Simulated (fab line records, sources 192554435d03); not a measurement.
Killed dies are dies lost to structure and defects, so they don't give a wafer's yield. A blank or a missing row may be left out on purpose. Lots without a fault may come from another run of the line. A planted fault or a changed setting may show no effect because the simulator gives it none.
Chamber matching | flow n5_finfet | N5_BEOL_M5_ETCH_75 on rie_diel-05: 4 sister chambers
The step etches underlayer in N2/H2, target depth 6.5 nm, time 5.2 s. 18 wafers are shown with their chamber, then 9 later ones without.

WAFERS WITH THEIR CHAMBER
wafer  | chamber | drypump_motor_current_A (A) | showerhead_plenum_p_Torr (Torr) | throttle_valve_pct (%)
L077.2 | 0       | 6.4                         | 2.47                            | 18.08
L077.3 | 2       | 5.7                         | 2.58                            | 17.47
L077.6 | 0       | 6.4                         | 2.47                            | 18.10
L083.2 | 2       | 5.7                         | 2.58                            | 17.50
L083.3 | 0       | 6.4                         | 2.47                            | 18.15
L083.5 | 2       | 5.7                         | 2.58                            | 17.51
L085.1 | 1       | 5.4                         | 2.56                            | 17.46
L085.4 | 0       | 6.4                         | 2.47                            | 18.14
L085.5 | 0       | 6.4                         | 2.47                            | 18.13
L089.1 | 3       | 5.5                         | 2.62                            | 18.01
L089.3 | 1       | 5.4                         | 2.55                            | 17.49
L089.5 | 3       | 5.5                         | 2.62                            | 17.98
L091.2 | 2       | 5.8                         | 2.57                            | 17.54
L091.4 | 1       | 5.4                         | 2.55                            | 17.50
L091.6 | 2       | 5.7                         | 2.57                            | 17.56
L094.1 | 0       | 6.4                         | 2.46                            | 18.15
L094.4 | 3       | 5.5                         | 2.62                            | 18.02
L094.5 | 3       | 5.5                         | 2.62                            | 17.99

SIGNATURES (means of the wafers above)
reading                  | chamber 0 | chamber 1 | chamber 2 | chamber 3 | scatter within a chamber
drypump_motor_current_A  | 6.400     | 5.400     | 5.720     | 5.500     | 0.0239
showerhead_plenum_p_Torr | 2.4683    | 2.5533    | 2.5760    | 2.6200    | 0.00439
throttle_valve_pct       | 18.1250   | 17.4833   | 17.5160   | 18.0000   | 0.0279
Rule: a wafer's distance from a chamber is the root of the sum, over the readings, of the square of ((its reading less the chamber's mean) divided by the reading's scatter). The wafer belongs to the nearest chamber; if the next one is less than 2 further off, it can't be placed. The scatter: the root of (the sum of the squares of (reading less its chamber's mean) over the shown wafers, divided by (wafers less chambers)).

WAFERS WITHOUT THEIR CHAMBER
wafer  | drypump_motor_current_A (A) | showerhead_plenum_p_Torr (Torr) | throttle_valve_pct (%)
L095.2 | 5.4                         | 2.55                            | 17.50
L095.5 | 6.4                         | 2.46                            | 18.17
L095.6 | 5.4                         | 2.55                            | 17.52
L097.3 | 5.5                         | 2.62                            | 18.01
L097.4 | 6.4                         | 2.46                            | 18.18
L097.5 | 5.7                         | 2.57                            | 17.54
L096.2 | 5.5                         | 2.62                            | 18.01
L096.4 | 5.4                         | 2.55                            | 17.50
L096.5 | 5.7                         | 2.57                            | 17.58

WHICH CHAMBER EACH WENT THROUGH
wafer  | from the rows above | in truth
L095.2 | 1                   | 1
L095.5 | 0                   | 0
L095.6 | 1                   | 1
L097.3 | 3                   | 3
L097.4 | 0                   | 0
L097.5 | 2                   | 2
L096.2 | 3                   | 3
L096.4 | 1                   | 1
L096.5 | 2                   | 2
Placed correctly: 9 of 9. Can't be placed from these rows: 0. Placed wrongly: 0.
